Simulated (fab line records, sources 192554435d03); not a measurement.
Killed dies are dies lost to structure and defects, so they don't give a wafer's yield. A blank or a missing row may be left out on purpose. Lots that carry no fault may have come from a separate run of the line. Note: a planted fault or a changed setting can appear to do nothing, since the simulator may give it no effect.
Which tool did it? -- flow n5Finfet -- 24 lots, 72 wafers sampled, at 6 steps of a route of 1938

WHAT EACH GAUGE READ, for each wafer
N5_BEOL_M12_CD_MEAS_10 targets a cd of 140 nm. Usual: cdNm reads 142.0 nm (standard deviation 1.9).
lot,measured,on,cdNm (nm),flag
L076,day 11 15:37,cdSem-01,140.6 140.6 140.7,
L077,day 11 23:05,cdSem-01,144.3 144.5 146.4,
L075,day 11 23:43,cdSem-01,142.7 138.6 141.2,
L079,day 12 16:34,cdSem-01,143.0 144.5 143.0,
L078,day 12 16:59,cdSem-03,142.2 139.8 141.8,
L080,day 12 20:20,cdSem-01,141.2 142.9 141.0,
L081,day 12 21:38,cdSem-02,143.5 142.8 143.5,
L074,day 12 22:23,cdSem-03,142.1 141.5 141.2,
L082,day 12 23:35,cdSem-01,139.6 141.9 140.9,
L084,day 13 14:53,cdSem-02,145.0 141.9 141.0,
L083,day 13 15:08,cdSem-03,143.5 141.0 143.0,
L085,day 13 17:41,cdSem-03,146.1 142.7 142.8,
L086,day 14 12:01,cdSem-03,140.1 140.0 137.6,
L087,day 15 05:35,cdSem-01,143.6 144.9 141.6,
L088,day 15 06:25,cdSem-02,143.0 141.5 140.3,
L089,day 15 12:52,cdSem-03,144.4 144.4 143.2,
L091,day 15 21:26,cdSem-02,139.4 144.0 142.8,
L090,day 15 23:43,cdSem-01,140.7 140.8 144.8,
L092,day 16 00:24,cdSem-02,141.9 145.7 141.5,
L093,day 16 18:01,cdSem-02,139.1 140.9 138.5,
L094,day 17 03:31,cdSem-01,144.2 143.3 142.9,
L095,day 17 03:35,cdSem-01,140.6 137.3 141.4,
L096,day 17 10:22,cdSem-01,142.8 141.9 142.7,
L097,day 17 10:46,cdSem-01,140.3 142.1 138.3,

N5_BEOL_M13_RS_MEAS_54: the measuring method here is four-point-probe. Usual: M13_RS 0.0450 ohm/sq, standard deviation 0.00083.
lot,measured,on,M13_RS (ohm/sq),flag
L076,day 12 00:59,filmMetro-01,0.0448 0.0458 0.0451,
L077,day 12 08:29,filmMetro-01,0.0439 0.0449 0.0450,
L075,day 12 09:23,filmMetro-02,0.0435 0.0434 0.0447,
L079,day 13 03:19,filmMetro-02,0.0440 0.0445 0.0446,
L078,day 13 10:28,filmMetro-02,0.0447 0.0439 0.0443,
L080,day 13 14:06,filmMetro-01,0.0459 0.0449 0.0453,
L081,day 13 14:42,filmMetro-01,0.0446 0.0454 0.0447,
L074,day 13 15:25,filmMetro-01,0.0453 0.0454 0.0458,
L082,day 13 17:22,filmMetro-02,0.0456 0.0461 0.0458,
L084,day 14 01:04,filmMetro-02,0.0458 0.0455 0.0455,
L083,day 14 03:32,filmMetro-02,0.0459 0.0460 0.0465,
L085,day 14 05:05,filmMetro-02,0.0445 0.0450 0.0458,
L086,day 14 20:41,filmMetro-01,0.0457 0.0458 0.0456,
L087,day 15 18:31,filmMetro-01,0.0450 0.0454 0.0447,
L088,day 15 18:50,filmMetro-02,0.0443 0.0454 0.0442,
L089,day 15 23:13,filmMetro-01,0.0453 0.0443 0.0445,
L091,day 16 09:29,filmMetro-02,0.0454 0.0460 0.0434,
L090,day 16 11:58,filmMetro-02,0.0453 0.0463 0.0445,
L092,day 16 13:02,filmMetro-02,0.0441 0.0461 0.0467,
L093,day 17 06:04,filmMetro-02,0.0455 0.0444 0.0445,
L094,day 17 14:15,filmMetro-01,0.0455 0.0443 0.0445,
L095,day 17 14:19,filmMetro-01,0.0442 0.0452 0.0450,
L096,day 17 20:10,filmMetro-02,0.0453 0.0450 0.0444,
L097,day 17 22:46,filmMetro-02,0.0438 0.0460 0.0463,

EACH LOT AND THE TOOL THAT RAN IT (in order: tool; ch and the chambers of the sampled wafers; start)
lot,N5_BEOL_M12_ETCH_67,N5_BEOL_M12_ETCH_38,N5_BEOL_M12_SPUTTER_44,N5_BEOL_M12_DEP_53
L076,"rieDiel-03 ch 1,2, day 11 16:53","rieDiel-05 ch 0,2, day 11 18:16","pvdSputter-02, day 11 18:53","pecvd-03 ch 1,2, day 11 19:55"
L077,"rieDiel-03 ch 0,3, day 12 00:07","rieDiel-05 ch 0,2, day 12 02:02","pvdSputter-03, day 12 02:46","pecvd-01 ch 0,1,2, day 12 03:46"
L075,"rieDiel-03 ch 0,1,2, day 12 00:44","rieDiel-01 ch 2,3, day 12 02:20","pvdSputter-01, day 12 03:10","pecvd-01 ch 0,1,2, day 12 04:10"
L079,"rieDiel-03 ch 0,2,3, day 12 17:56","rieDiel-01 ch 1,2, day 12 18:53","pvdSputter-01, day 12 21:14","pecvd-03 ch 0,1,2, day 12 22:41"
L078,"rieDiel-01 ch 0,3, day 12 18:18","rieDiel-01 ch 0,1,3, day 12 21:40","pvdSputter-01, day 12 22:16","pecvd-02 ch 1,2, day 12 23:20"
L080,"rieDiel-01 ch 0,3, day 12 21:47","rieDiel-01 ch 1,3, day 13 01:00","pvdSputter-02, day 13 01:36","pecvd-03 ch 1,2, day 13 02:35"
L081,"rieDiel-01 ch 0,1, day 12 23:03","rieDiel-03 ch 0,2,3, day 13 01:03","pvdSputter-01, day 13 01:38","pecvd-02 ch 2, day 13 02:55"
L074,"rieDiel-03 ch 2,3, day 12 23:46","rieDiel-03 ch 0,1,2, day 13 08:06","pvdSputter-03, day 13 08:54","pecvd-03 ch 0,2, day 13 10:41"
L082,"rieDiel-03 ch 0,1,2, day 13 01:11","rieDiel-03 ch 1,2,3, day 13 08:20","pvdSputter-01, day 13 10:52","pecvd-01 ch 0,1,2, day 13 11:52"
L084,"rieDiel-03 ch 0,2, day 13 16:03","rieDiel-05 ch 0,1, day 13 18:24","pvdSputter-01, day 13 19:04","pecvd-03 ch 0,1, day 13 20:31"
L083,"rieDiel-05 ch 1,2,3, day 13 16:49","rieDiel-03 ch 0,1,3, day 13 18:44","pvdSputter-01, day 13 19:23","pecvd-01 ch 0,1, day 13 20:41"
L085,"rieDiel-05 ch 1,2, day 13 18:56","rieDiel-01 ch 0,1,2, day 13 19:32","pvdSputter-02, day 13 19:59","pecvd-02 ch 0,1,2, day 13 21:43"
L086,"rieDiel-05 ch 2,3, day 14 13:08","rieDiel-03 ch 2,3, day 14 14:02","pvdSputter-03, day 14 14:43","pecvd-01 ch 0,2, day 14 15:44"
L087,"rieDiel-01 ch 0,2, day 15 06:37","rieDiel-03 ch 0,2, day 15 09:56","pvdSputter-01, day 15 10:19","pecvd-03 ch 1,2, day 15 11:22"
L088,"rieDiel-03 ch 0,2,3, day 15 07:34","rieDiel-03 ch 0,2,3, day 15 10:02","pvdSputter-03, day 15 10:27","pecvd-01 ch 0,2, day 15 11:35"
L089,"rieDiel-01 ch 1,2,3, day 15 13:57","rieDiel-01 ch 0,2,3, day 15 16:38","pvdSputter-01, day 15 17:00","pecvd-03 ch 0,1, day 15 17:59"
L091,"rieDiel-03 ch 0,2,3, day 15 22:52","rieDiel-05 ch 2,3, day 16 02:34","pvdSputter-03, day 16 03:07","pecvd-01 ch 0,1,2, day 16 04:07"
L090,"rieDiel-03 ch 1,2, day 16 00:52","rieDiel-01 ch 0,2, day 16 02:44","pvdSputter-01, day 16 03:28","pecvd-01 ch 1,2, day 16 04:27"
L092,"rieDiel-03 ch 1,2,3, day 16 01:26","rieDiel-03 ch 0,2, day 16 05:50","pvdSputter-03, day 16 06:42","pecvd-03 ch 0,1,2, day 16 07:54"
L093,"rieDiel-05 ch 0,2,3, day 16 19:02","rieDiel-01 ch 0,1, day 16 19:39","pvdSputter-01, day 16 20:20","pecvd-02 ch 1,2, day 16 21:20"
L094,"rieDiel-03 ch 0,2, day 17 04:59","rieDiel-05 ch 0,1,2, day 17 07:19","pvdSputter-03, day 17 08:16","pecvd-03 ch 1,2, day 17 09:16"
L095,"rieDiel-05 ch 0,1,2, day 17 05:11","rieDiel-05 ch 0,2, day 17 07:44","pvdSputter-01, day 17 08:24","pecvd-01 ch 0,1,2, day 17 09:32"
L096,"rieDiel-03 ch 0,1,2, day 17 11:25","rieDiel-03 ch 1,2,3, day 17 12:22","pvdSputter-02, day 17 12:55","pecvd-02 ch 0,1,2, day 17 13:57"
L097,"rieDiel-03 ch 0,1,2, day 17 11:55","rieDiel-03 ch 1,2,3, day 17 12:43","pvdSputter-03, day 17 13:22","pecvd-01 ch 0,2, day 17 14:22"
- N5_BEOL_M12_ETCH_67: etches SiARC in CF4, target depth 143 nm, time 238.3 s.
- N5_BEOL_M12_ETCH_38: etches SiCN in CF4/N2, target depth 68.7 nm, time 73.4 s.
- N5_BEOL_M12_SPUTTER_44: material Ta, target thk 10 nm, time 16.13 s.
- N5_BEOL_M12_DEP_53: deposits SiCN from 3MS/NH3, target thk 30 nm, time 10.5 s.

WHAT THE TOOLS THEMSELVES READ (means of the sampled wafers that have a number; where no wafer has one, the mark that the record gives instead)
N5_BEOL_M12_ETCH_67. Usual: drypumpMotorCurrentA 5.6 A, standard deviation 0.49; etchRfOnTimeS 238 s, standard deviation 6.8; oesProductAu 0.66 a.u., standard deviation 0.066; rfVppV 184.6 V, standard deviation 1.1; showerheadPlenumPTorr 2.18 Torr, standard deviation 0.068; throttleValvePct 15.75 %, standard deviation 0.17.
lot,tool,drypumpMotorCurrentA (A),etchRfOnTimeS (s),oesProductAu (a.u.),rfVppV (V),showerheadPlenumPTorr (Torr),throttleValvePct (%),flag
L076,rieDiel-03,5.2,244,0.65,184.6,2.14,15.76,
L077,rieDiel-03,6.1,230,0.77,185.9,2.27,15.61,
L075,rieDiel-03,5.4,237,0.64,184.9,2.17,15.77,
L079,rieDiel-03,5.8,238,0.68,184.2,2.22,15.76,
L078,rieDiel-01,6.0,244,0.63,185.0,2.17,15.56,
L080,rieDiel-01,6.0,245,0.63,184.5,2.16,15.57,
L081,rieDiel-01,5.7,240,0.68,184.8,2.15,15.50,
L074,rieDiel-03,6.0,235,0.74,186.2,2.24,15.73,
L082,rieDiel-03,5.4,241,0.63,184.9,2.17,15.79,
L084,rieDiel-03,5.6,236,0.62,185.6,2.19,15.81,
L083,rieDiel-05,5.3,235,0.69,184.2,2.19,15.67,
L085,rieDiel-05,5.6,229,0.70,184.6,2.19,15.64,
L086,rieDiel-05,5.3,237,0.68,186.0,2.24,15.71,
L087,rieDiel-01,5.9,241,0.63,184.6,2.16,15.67,
L088,rieDiel-03,5.8,236,0.67,184.6,2.21,15.81,
L089,rieDiel-01,5.2,239,0.61,185.6,2.18,15.78,
L091,rieDiel-03,5.8,236,0.66,184.2,2.21,15.83,
L090,rieDiel-03,5.3,241,0.62,183.6,2.14,15.95,
L092,rieDiel-03,5.6,238,0.67,184.9,2.18,15.80,
L093,rieDiel-05,5.5,241,0.65,184.1,2.18,15.80,
L094,rieDiel-03,5.5,238,0.60,184.5,2.18,15.85,
L095,rieDiel-05,5.8,235,0.66,184.4,2.12,15.74,
L096,rieDiel-03,5.4,241,0.60,184.9,2.15,15.85,
L097,rieDiel-03,5.4,241,0.60,183.8,2.15,15.85,

N5_BEOL_M12_ETCH_38. Usual: drypumpMotorCurrentA 5.6 A, standard deviation 0.5; oesProductAu 0.77 a.u., standard deviation 0.07; rfVppV 383.3 V, standard deviation 1.8; showerheadPlenumPTorr 2.25 Torr, standard deviation 0.068; throttleValvePct 15.57 %, standard deviation 0.16.
lot,tool,drypumpMotorCurrentA (A),oesProductAu (a.u.),rfVppV (V),showerheadPlenumPTorr (Torr),throttleValvePct (%),flag
L076,rieDiel-05,5.8,0.83,384.0,2.26,15.52,
L077,rieDiel-05,5.8,0.83,383.2,2.26,15.53,
L075,rieDiel-01,5.0,0.71,384.0,2.27,15.69,
L079,rieDiel-01,5.1,0.78,384.1,2.24,15.51,
L078,rieDiel-01,5.6,0.76,382.6,2.24,15.43,
L080,rieDiel-01,5.2,0.77,383.4,2.24,15.45,
L081,rieDiel-03,5.7,0.80,383.5,2.28,15.60,
L074,rieDiel-03,5.4,0.73,382.7,2.23,15.63,
L082,rieDiel-03,5.6,0.80,382.0,2.26,15.59,
L084,rieDiel-05,5.8,0.80,380.1,2.13,15.49,
L083,rieDiel-03,5.7,0.80,384.4,2.28,15.49,
L085,rieDiel-01,5.5,0.76,383.7,2.23,15.51,
L086,rieDiel-03,6.0,0.86,383.7,2.31,15.58,
L087,rieDiel-03,5.4,0.71,383.2,2.22,15.78,
L088,rieDiel-03,5.8,0.78,383.0,2.27,15.64,
L089,rieDiel-01,5.5,0.70,384.3,2.25,15.62,
L091,rieDiel-05,5.0,0.78,384.7,2.31,15.60,
L090,rieDiel-01,5.4,0.71,383.6,2.24,15.68,
L092,rieDiel-03,5.6,0.71,382.7,2.25,15.69,
L093,rieDiel-01,5.6,0.77,383.0,2.21,15.43,
L094,rieDiel-05,5.8,0.78,381.9,2.18,15.58,
L095,rieDiel-05,6.0,0.76,381.9,2.18,15.66,
L096,rieDiel-03,5.6,0.77,383.1,2.25,15.66,
L097,rieDiel-03,5.6,0.76,382.0,2.25,15.67,

N5_BEOL_M12_SPUTTER_44. Usual: biasV 79.9 V, standard deviation 0.77; throttleValvePct 30.0 %, standard deviation 1.
lot,tool,biasV (V),throttleValvePct (%),flag
L076,pvdSputter-02,79.7,29.3,
L077,pvdSputter-03,79.7,29.6,
L075,pvdSputter-01,79.9,30.2,
L079,pvdSputter-01,80.2,30.9,
L078,pvdSputter-01,80.3,30.1,
L080,pvdSputter-02,79.9,29.2,
L081,pvdSputter-01,80.0,31.2,
L074,pvdSputter-03,79.7,29.6,
L082,pvdSputter-01,79.6,31.1,
L084,pvdSputter-01,79.8,30.7,
L083,pvdSputter-01,79.9,31.1,
L085,pvdSputter-02,80.3,29.3,
L086,pvdSputter-03,79.7,29.7,
L087,pvdSputter-01,79.8,30.4,
L088,pvdSputter-03,79.6,29.6,
L089,pvdSputter-01,79.8,30.7,
L091,pvdSputter-03,80.5,29.8,
L090,pvdSputter-01,79.4,31.0,
L092,pvdSputter-03,79.7,29.5,
L093,pvdSputter-01,80.3,30.3,
L094,pvdSputter-03,80.4,30.2,
L095,pvdSputter-01,80.4,30.2,
L096,pvdSputter-02,80.2,29.0,
L097,pvdSputter-03,79.7,29.6,

N5_BEOL_M12_DEP_53. Usual: showerheadPlenumPTorr 4.160 Torr, standard deviation 0.017; throttleValvePct 17.8 %, standard deviation 0.59.
lot,tool,showerheadPlenumPTorr (Torr),throttleValvePct (%),flag
L076,pecvd-03,4.173,17.3,
L077,pecvd-01,4.153,18.4,
L075,pecvd-01,4.158,18.3,
L079,pecvd-03,4.162,17.3,
L078,pecvd-02,4.162,17.5,
L080,pecvd-03,4.167,17.2,
L081,pecvd-02,4.165,17.2,
L074,pecvd-03,4.164,16.9,
L082,pecvd-01,4.153,18.4,
L084,pecvd-03,4.158,17.4,
L083,pecvd-01,4.170,18.6,
L085,pecvd-02,4.167,17.6,
L086,pecvd-01,4.173,18.3,
L087,pecvd-03,4.169,17.4,
L088,pecvd-01,4.165,18.3,
L089,pecvd-03,4.156,17.3,
L091,pecvd-01,4.154,18.3,
L090,pecvd-01,4.143,18.3,
L092,pecvd-03,4.166,17.5,
L093,pecvd-02,4.161,17.8,
L094,pecvd-03,4.164,17.6,
L095,pecvd-01,4.157,18.3,
L096,pecvd-02,4.164,17.6,
L097,pecvd-01,4.178,18.4,

THE ANSWER, worked out from the rows above alone
Rule: a lot counts as off when the mean over its wafers that have a number is more than 3 standard deviations away from the usual mean. Also off: a lot with no number at a reading for which 4 or more lots have one. The other lots that the step has rows for count as sound. After the gauges, taken in route order, come the tools' own readings; for these a lot's mean is taken, as printed above. The first step at which some lot is off is used, and at that step the reading that is off furthest; a lot without a number counts as furthest.
No lot is off at any reading shown: from this, nothing can be told.

WHAT THE SIMULATOR PUT IN
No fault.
